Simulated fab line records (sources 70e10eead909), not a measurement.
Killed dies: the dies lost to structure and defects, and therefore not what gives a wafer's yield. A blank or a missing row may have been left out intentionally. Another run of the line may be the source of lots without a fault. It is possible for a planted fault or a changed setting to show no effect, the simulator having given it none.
Chamber matching :: flow nand-harc :: 4 sister chambers for NHARC_A_STAIRCASE_ETCH_169 on rie-diel-02
The step etches the open film in CH3F/O2, target depth 50 nm, time 107.1 s. 8 wafers are shown with their chamber, then 11 later ones without.

## WAFERS PAIRED WITH THEIR CHAMBERS
wafer: L084.5
chamber: 3
showerhead-plenum-p-Torr (Torr): 2.44
drypump-motor-current-A (A): 6.2

wafer: L086.3
chamber: 1
showerhead-plenum-p-Torr (Torr): 2.36
drypump-motor-current-A (A): 6.0

wafer: L086.5
chamber: 1
showerhead-plenum-p-Torr (Torr): 2.36
drypump-motor-current-A (A): 6.0

wafer: L086.6
chamber: 2
showerhead-plenum-p-Torr (Torr): 2.31
drypump-motor-current-A (A): 6.0

wafer: L087.2
chamber: 0
showerhead-plenum-p-Torr (Torr): 2.50
drypump-motor-current-A (A): 5.6

wafer: L087.4
chamber: 3
showerhead-plenum-p-Torr (Torr): 2.43
drypump-motor-current-A (A): 6.1

wafer: L087.6
chamber: 0
showerhead-plenum-p-Torr (Torr): 2.50
drypump-motor-current-A (A): 5.5

wafer: L088.2
chamber: 2
showerhead-plenum-p-Torr (Torr): 2.31
drypump-motor-current-A (A): 6.0

## WAFERS WITH NO CHAMBER GIVEN
wafer: L088.3
showerhead-plenum-p-Torr (Torr): 2.43
drypump-motor-current-A (A): 6.1

wafer: L088.4
showerhead-plenum-p-Torr (Torr): 2.50
drypump-motor-current-A (A): 5.6

wafer: L089.3
showerhead-plenum-p-Torr (Torr): 2.30
drypump-motor-current-A (A): 6.0

wafer: L089.4
showerhead-plenum-p-Torr (Torr): 2.43
drypump-motor-current-A (A): 6.2

wafer: L089.6
showerhead-plenum-p-Torr (Torr): 2.36
drypump-motor-current-A (A): 6.0

wafer: L093.2
showerhead-plenum-p-Torr (Torr): 2.30
drypump-motor-current-A (A): 6.0

wafer: L093.4
showerhead-plenum-p-Torr (Torr): 2.35
drypump-motor-current-A (A): 6.0

wafer: L093.5
showerhead-plenum-p-Torr (Torr): 2.42
drypump-motor-current-A (A): 6.1

wafer: L095.4
showerhead-plenum-p-Torr (Torr): 2.35
drypump-motor-current-A (A): 5.9

wafer: L095.5
showerhead-plenum-p-Torr (Torr): 2.30
drypump-motor-current-A (A): 6.0

wafer: L095.6
showerhead-plenum-p-Torr (Torr): 2.35
drypump-motor-current-A (A): 5.9

## WHICH CHAMBER EACH ONE RAN IN
wafer: L088.3
from the rows above: 3
in truth: 3

wafer: L088.4
from the rows above: 0
in truth: 0

wafer: L089.3
from the rows above: 2
in truth: 2

wafer: L089.4
from the rows above: 3
in truth: 3

wafer: L089.6
from the rows above: 1
in truth: 1

wafer: L093.2
from the rows above: 2
in truth: 2

wafer: L093.4
from the rows above: 1
in truth: 1

wafer: L093.5
from the rows above: 3
in truth: 3

wafer: L095.4
from the rows above: 1
in truth: 1

wafer: L095.5
from the rows above: 2
in truth: 2

wafer: L095.6
from the rows above: 1
in truth: 1
Correctly placed: 11 of 11. Not placeable from these rows: 0. Wrongly placed: 0.
How it was worked out, from the rows above alone: a wafer's distance from a chamber is the root of the sum, over the readings, of the square of ((its reading less the chamber's mean) divided by the reading's scatter). If the next closest chamber is less than 2 further off than the closest, the wafer can't be placed; otherwise it belongs to the closest. A chamber's mean is the mean of its shown wafers. The scatter: take each reading less its chamber's mean, square it, sum over the shown wafers, divide by the number of wafers less the number of chambers, and take the root.
